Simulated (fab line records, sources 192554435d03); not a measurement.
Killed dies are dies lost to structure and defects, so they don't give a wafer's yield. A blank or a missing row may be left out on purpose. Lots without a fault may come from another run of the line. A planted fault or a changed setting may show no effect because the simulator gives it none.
Chamber matching | flow n5_finfet | N5_BEOL_M10_ETCH_61 on rie_diel-02: 4 sister chambers
The step etches SiARC in CF4, target depth 39 nm, time 65 s. 8 wafers are shown with their chamber, then 7 later ones without.

WAFERS WITH THEIR CHAMBER
wafer  | chamber | drypump_motor_current_A (A) | showerhead_plenum_p_Torr (Torr)
L272.3 | 1       | 6.2                         | 2.05
L272.4 | 0       | 5.2                         | 2.12
L272.6 | 3       | 5.9                         | 2.22
L271.1 | 2       | 5.7                         | 2.08
L271.3 | 3       | 5.9                         | 2.22
L271.6 | 0       | 5.2                         | 2.12
L279.2 | 1       | 6.1                         | 2.04
L279.4 | 2       | 5.7                         | 2.07

WAFERS WITHOUT THEIR CHAMBER
wafer  | drypump_motor_current_A (A) | showerhead_plenum_p_Torr (Torr)
L279.6 | 5.9                         | 2.21
L280.2 | 5.2                         | 2.12
L280.3 | 5.7                         | 2.07
L280.5 | 6.1                         | 2.04
L277.3 | 5.9                         | 2.21
L277.4 | 5.7                         | 2.07
L277.5 | 5.7                         | 2.07

WHICH CHAMBER EACH WENT THROUGH
wafer  | from the rows above | in truth
L279.6 | 3                   | 3
L280.2 | 0                   | 0
L280.3 | 2                   | 2
L280.5 | 1                   | 1
L277.3 | 3                   | 3
L277.4 | 2                   | 2
L277.5 | 2                   | 2
Placed correctly: 7 of 7. Can't be placed from these rows: 0. Placed wrongly: 0.
How it was worked out, from the rows above alone: a wafer's distance from a chamber is the root of the sum, over the readings, of the square of ((its reading less the chamber's mean) divided by the reading's scatter). The wafer belongs to the nearest chamber; if the next one is less than 2 further off, it can't be placed. A chamber's mean is the mean of its shown wafers. The scatter: the root of (the sum of the squares of (reading less its chamber's mean) over the shown wafers, divided by (wafers less chambers)).
